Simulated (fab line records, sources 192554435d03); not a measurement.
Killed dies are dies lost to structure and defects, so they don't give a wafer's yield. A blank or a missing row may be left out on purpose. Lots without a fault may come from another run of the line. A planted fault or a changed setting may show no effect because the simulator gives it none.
Split-lot experiment | flow n5_finfet | 7 lots, 39 wafers read, on a route of 1938 steps

THE SPLIT
At N5_BEOL_M6_ILD_DEP_00 (deposits SiCOH lowk from DEMS/porogen, target thk 179.75 nm, time 33.4 s), the setting time_s was moved away from the recipe's 33.4 s on 15 of the 39 wafers read, by -52.6% to -32.7%. The other wafers ran this setting at the recipe's value.

FROM THE SPLIT TO THE READING: what the file shows between them, 1 step
- N5_BEOL_M6_CURE_74: cures SiCOH lowk, time 240 s

THE READING
M6_ILD_THK, in nm, at N5_BEOL_M6_THK_MEAS_01. Fault-free wafers of this fab line usually give 154.5 nm, standard deviation 1.8 nm.

wafer  | tool, chamber at the split | time_s as run, s | against the recipe | M6_ILD_THK, nm | against lot-mates on the recipe
L077.1 | pecvd-04, 2                | 33.4             | recipe             | 151.7          | -
L077.2 | pecvd-04, 1                | 22.49            | -32.7%             | 104.3          | -48.9
L077.3 | pecvd-04, 0                | 33.4             | recipe             | 152.7          | -
L077.4 | pecvd-04, 2                | 22.49            | -32.7%             | 104.1          | -49.1
L077.5 | pecvd-04, 0                | 22.49            | -32.7%             | 107.7          | -45.5
L077.6 | pecvd-04, 1                | 33.4             | recipe             | 155.1          | -
L078.1 | pecvd-01, 1                | 33.4             | recipe             | 153.8          | -
L078.2 | pecvd-01, 0                | 20.02            | -40.1%             | 93.9           | -61.6
L078.3 | pecvd-01, 2                | 20.02            | -40.1%             | 93.4           | -62.1
L078.4 | pecvd-01, 0                | 33.4             | recipe             | 156.3          | -
L078.5 | pecvd-01, 2                | 33.4             | recipe             | 156.4          | -
L078.6 | pecvd-01, 1                | 20.02            | -40.1%             | 96.7           | -58.8
L079.1 | pecvd-01, 0                | 33.4             | recipe             | 152.1          | -
L079.2 | pecvd-01, 1                | 33.4             | recipe             | 153.4          | -
L079.3 | pecvd-01, 2                | 33.4             | recipe             | 152.3          | -
L079.4 | pecvd-01, 0                | 33.4             | recipe             | 156.0          | -
L079.5 | pecvd-01, 1                | 33.4             | recipe             | 154.1          | -
L079.6 | pecvd-01, 2                | 33.4             | recipe             | 154.7          | -
L084.1 | pecvd-01, 0                | 18.18            | -45.6%             | 85.9           | -68.8
L084.2 | pecvd-01, 2                | 33.4             | recipe             | 152.1          | -
L084.3 | pecvd-01, 1                | 18.18            | -45.6%             | 86.4           | -68.3
L084.4 | pecvd-01, 0                | 18.18            | -45.6%             | 85.2           | -69.5
L084.5 | pecvd-01, 2                | 33.4             | recipe             | 155.9          | -
L084.6 | pecvd-01, 1                | 33.4             | recipe             | 156.2          | -
L089.1 | pecvd-03, 2                | 17.38            | -48.0%             | 77.5           | -74.7
L089.2 | pecvd-03, 0                | 33.4             | recipe             | 152.6          | -
L089.3 | pecvd-03, 1                | 33.4             | recipe             | 150.6          | -
L089.4 | pecvd-03, 0                | 17.38            | -48.0%             | 79.5           | -72.7
L089.5 | pecvd-03, 2                | 33.4             | recipe             | 153.3          | -
L089.6 | pecvd-03, 1                | 17.38            | -48.0%             | 78.8           | -73.4
L090.2 | pecvd-03, 0                | 33.4             | recipe             | 154.1          | -
L090.3 | pecvd-03, 2                | 33.4             | recipe             | 153.0          | -
L090.6 | pecvd-03, 0                | 33.4             | recipe             | 154.9          | -
L095.1 | pecvd-03, 2                | 15.84            | -52.6%             | 73.7           | -81.2
L095.2 | pecvd-03, 1                | 33.4             | recipe             | 152.3          | -
L095.3 | pecvd-03, 0                | 15.84            | -52.6%             | 74.3           | -80.6
L095.4 | pecvd-03, 1                | 15.84            | -52.6%             | 76.2           | -78.7
L095.5 | pecvd-03, 0                | 33.4             | recipe             | 157.4          | -
L095.6 | pecvd-03, 2                | 33.4             | recipe             | 154.9          | -

THE FIT
A straight line over all 39 wafers: M6_ILD_THK changes by +1.52 nm for each +1% of time_s; r = +1.00; the points scatter about the line by 1.9 nm.
The same after taking each lot's own level away (the mean of its wafers on the recipe; 39 wafers): +1.52 nm for each +1%; r = +1.00; scatter 1.5 nm.
On that fit, the largest move of time_s shifts the reading by 80 nm.
The lots' own levels span 152.17 to 155.50 nm, that is 1.9 times the standard deviation above.
So the lot-to-lot level changes the slope little: the two slopes agree.
Check: with one of the wafers moved furthest among these (-52.6%) left out of the fit, the line predicts -79.6 nm for it against its lot-mates. It came out at -81.2 nm against them.

THE WHOLE CHAIN: every reading that the file lists as answering this split, in the file's order
step                   | what it does                                                             | reading                                                                                  | change (the file's fit)              | r (the file's)
N5_BEOL_M6_ILD_DEP_00  | deposits SiCOH lowk from DEMS/porogen, target thk 179.75 nm, time 33.4 s | SiCOH_lowk_of_BEOL_M6_ILD_DEP_00.thk_nm (the simulator's own value, which no gauge read) | +1.75 nm for each +1% of the setting | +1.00
N5_BEOL_M6_CURE_74     | cures SiCOH lowk, time 240 s                                             | SiCOH_lowk_of_BEOL_M6_ILD_DEP_00.thk_nm (the simulator's own value, which no gauge read) | +1.52 nm for each +1% of the setting | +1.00
N5_BEOL_M6_THK_MEAS_01 |                                                                          | M6_ILD_THK                                                                               | +1.52 for each +1% of the setting    | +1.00

THE FILE'S OWN FIT
M6_ILD_THK changes by +1.52 nm for each +1% of time_s, r = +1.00.
